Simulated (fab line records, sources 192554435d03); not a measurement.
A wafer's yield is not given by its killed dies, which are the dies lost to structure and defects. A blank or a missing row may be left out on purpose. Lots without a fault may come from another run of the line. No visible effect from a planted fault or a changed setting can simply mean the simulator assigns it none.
Chamber matching :: flow n5Finfet :: N5_STI_FIN_REVEAL_ETCH_34 on rieSi-03: 4 sister chambers
The step etches Si in H2, material Si, target depth 0.97 nm. 14 wafers are shown with their chamber, then 7 later ones without.

== WAFERS, EACH WITH ITS CHAMBER ==
wafer: L075.1
chamber: 3
throttleValvePct (%): 26.1
oesProductAu (a.u.): 1.038
tempC (C): 19.89

wafer: L075.4
chamber: 1
throttleValvePct (%): 25.4
oesProductAu (a.u.): 1.004
tempC (C): 20.02

wafer: L075.6
chamber: 1
throttleValvePct (%): 25.4
oesProductAu (a.u.): 0.995
tempC (C): 20.04

wafer: L076.4
chamber: 3
throttleValvePct (%): 26.1
oesProductAu (a.u.): 1.031
tempC (C): 19.98

wafer: L076.5
chamber: 1
throttleValvePct (%): 25.5
oesProductAu (a.u.): 0.995
tempC (C): 19.93

wafer: L076.6
chamber: 0
throttleValvePct (%): 25.2
oesProductAu (a.u.): 0.993
tempC (C): 19.87

wafer: L080.1
chamber: 1
throttleValvePct (%): 25.5
oesProductAu (a.u.): 0.995
tempC (C): 20.12

wafer: L080.4
chamber: 0
throttleValvePct (%): 25.2
oesProductAu (a.u.): 0.981
tempC (C): 20.12

wafer: L080.5
chamber: 3
throttleValvePct (%): 26.1
oesProductAu (a.u.): 1.026
tempC (C): 19.93

wafer: L085.2
chamber: 2
throttleValvePct (%): 24.6
oesProductAu (a.u.): 0.984
tempC (C): 19.97

wafer: L085.4
chamber: 1
throttleValvePct (%): 25.5
oesProductAu (a.u.): 0.993
tempC (C): 19.98

wafer: L085.6
chamber: 2
throttleValvePct (%): 24.6
oesProductAu (a.u.): 0.990
tempC (C): 20.00

wafer: L088.2
chamber: 2
throttleValvePct (%): 24.6
oesProductAu (a.u.): 0.984
tempC (C): 19.93

wafer: L088.4
chamber: 2
throttleValvePct (%): 24.6
oesProductAu (a.u.): 0.999
tempC (C): 20.06

SIGNATURES, as means of the wafers listed above
reading: throttleValvePct
chamber 0: 25.200
chamber 1: 25.460
chamber 2: 24.600
chamber 3: 26.100
scatter within a chamber: 0.0346

reading: oesProductAu
chamber 0: 0.98700
chamber 1: 0.99640
chamber 2: 0.98925
chamber 3: 1.03167
scatter within a chamber: 0.00609

reading: tempC
chamber 0: 19.9950
chamber 1: 20.0180
chamber 2: 19.9900
chamber 3: 19.9333
scatter within a chamber: 0.0802
Rule: for a wafer and a chamber, the distance is found by dividing, reading by reading, the gap between the wafer's reading and the chamber's mean by the reading's scatter, squaring, summing and taking the root. The wafer belongs to the nearest chamber; if the next one is less than 2 further off, it can't be placed. The scatter: the root of (the sum of the squares of (reading less its chamber's mean) over the shown wafers, divided by (wafers less chambers)).

== WAFERS WITH NO CHAMBER GIVEN ==
wafer: L088.6
throttleValvePct (%): 25.5
oesProductAu (a.u.): 1.002
tempC (C): 20.13

wafer: L089.1
throttleValvePct (%): 26.1
oesProductAu (a.u.): 1.015
tempC (C): 19.80

wafer: L089.3
throttleValvePct (%): 25.5
oesProductAu (a.u.): 0.997
tempC (C): 20.13

wafer: L089.6
throttleValvePct (%): 24.6
oesProductAu (a.u.): 0.988
tempC (C): 19.96

wafer: L090.2
throttleValvePct (%): 24.6
oesProductAu (a.u.): 0.989
tempC (C): 20.04

wafer: L090.3
throttleValvePct (%): 25.5
oesProductAu (a.u.): 0.998
tempC (C): 20.07

wafer: L090.5
throttleValvePct (%): 26.1
oesProductAu (a.u.): 1.029
tempC (C): 19.97

== EACH ONE'S CHAMBER ==
wafer: L088.6
from the rows above: 1
in truth: 1

wafer: L089.1
from the rows above: 3
in truth: 3

wafer: L089.3
from the rows above: 1
in truth: 1

wafer: L089.6
from the rows above: 2
in truth: 2

wafer: L090.2
from the rows above: 2
in truth: 2

wafer: L090.3
from the rows above: 1
in truth: 1

wafer: L090.5
from the rows above: 3
in truth: 3
Correctly placed: 7 of 7. Not placeable from these rows: 0. Placed wrongly: 0.
